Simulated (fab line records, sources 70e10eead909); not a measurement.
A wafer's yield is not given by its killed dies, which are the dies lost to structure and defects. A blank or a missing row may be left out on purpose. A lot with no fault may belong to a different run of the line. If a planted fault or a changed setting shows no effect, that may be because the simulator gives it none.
Struck lot and sound lot, side by side || flow nandHarc || 17 steps out of a route of 1159
Sound: the wafers L725.1, L725.5, L725.6. Struck: wafer L740.3. (L740.2 of the same lot was not struck and is left out.) The cause comes at the end.
Per side, at each step with rows, come the tool, then ch with its chambers, and then its first start. Under that, the readings that differ: sound wafers || struck wafers || difference of the means || sigmas: that difference in standard deviations of wafers without a fault.
alike: readings whose means differ by less than 2 such deviations, and words and numbers that are the same on both sides. not compared: withheld readings, readings that some wafer has no value for, bounds like >300 that may hide the same value, and numbers for which the record gives no deviation and whose values overlap.
A row with sigmas, a row that says differs or no value, or rows on one side alone: a step with any of these is where the two part. Non-overlapping numbers with no deviation appear without sigmas and do not part them. A reading that every wafer of one side lacks parts them only if that side has two wafers or more.

NHARC_P_M2_INSPECT_11:
  struck on defectInspect-01, day 11 11:05; sound on defectInspect-02, day 8 00:06
{"reading": "rawDefectCount", "sound": "0 3 3", "struck": 11, "difference": "+9", "sigmas": "+3"}
NHARC_P_M2_DESCUM_14: chemistry O2, time 3 s.
  sound on rieDiel-10 ch 0,1,2, day 8 00:11; struck on rieDiel-10 ch 2, day 11 11:09
  alike: drypumpMotorCurrentA, mfcArSccm, oesProductAu, rfVppV, showerheadPlenumPTorr, throttleValvePct
  not compared: rfHoursCounterH
then, 1 step without rows for these wafers: NHARC_P_M2_ETCH_35 (etches the open film in N2/H2, target depth 40 nm, overetch 12 nm, time 43.94 s).
NHARC_P_M2_ETCH_15: etches the open film in C4F8/Ar, target depth 182.5 nm, time 91.2 s.
  sound: rieDiel-10 ch 1,2,3; struck: rieDiel-10 ch 0
  alike: oesProductAu, rfVppV
  not compared: rfHoursCounterH
NHARC_P_M2_CD_MEAS_16:
  struck on cdSem-01, day 11 11:27; sound on cdSem-01, day 8 00:28
  alike: cdNm
then, 3 steps without rows for these wafers: NHARC_P_M2_STRIP_18 (strips in N2/H2); NHARC_P_M2_ETCH_28 (etches the open film in CF4/N2, target depth 30 nm, time 72.99 s); NHARC_P_M2_STRIP_19 (strips in post etch residue remover, time 600 s).
NHARC_P_M2_DEGAS_29: time 60 s.
  struck on pvdSputter-03, day 11 12:14; sound on pvdSputter-01, day 8 01:12
  alike: heaterPowerW
then, 1 step without rows for these wafers: NHARC_P_M2_PRE_CLEAN_30 (time 30 s).
NHARC_P_M2_PVD_20: deposits TaN, target thk 5 nm, time 8.06 s.
  sound on pvdSputter-01; struck on pvdSputter-03
  alike: throttleValvePct
then, 1 step without rows for these wafers: NHARC_P_M2_PVD_21 (deposits Cu, target thk 30 nm, time 20.49 s).
NHARC_P_M2_ECD_22: material Cu, target thk 400 nm.
  sound on ecdCu-01 ch 0,1, day 8 01:35; struck on ecdCu-01 ch 1, day 11 12:43
  alike: bathHeatDutyPct
NHARC_P_M2_ANNEAL_31: time 90 s.
  sound on rtpAnneal-01 ch 0, day 8 01:56; struck on rtpAnneal-02 ch 0, day 11 13:17
  alike: wafer_temp_C_max
NHARC_P_M2_CMP_23: polishes, t overpolish 20 s, target thk 144.3 nm.
  sound on cmp-01 ch 0,2,3, day 8 02:19; struck on cmp-04 ch 1, day 11 13:36
{"reading": "timeToEndpointS (s)", "sound": "26.6 26.5 26.0", "struck": 51.3, "difference": "+24.9", "sigmas": "+12"}
  alike: motorCurrentA
  not compared: padLifeWafers
NHARC_P_M2_THK_MEAS_24: measures by xrf.
  struck on filmMetro-02, day 11 13:53; sound on filmMetro-01, day 8 02:35
  alike: thkNm
NHARC_END_SORT_01:
  the record has rows for the sound wafers here (prober-01 ch 0, day 20 17:43) and none for the struck ones

WHERE THEY PART
Earliest at NHARC_P_M2_INSPECT_11; latest, in this record, at NHARC_END_SORT_01.

WHY: whatever the simulator had introduced
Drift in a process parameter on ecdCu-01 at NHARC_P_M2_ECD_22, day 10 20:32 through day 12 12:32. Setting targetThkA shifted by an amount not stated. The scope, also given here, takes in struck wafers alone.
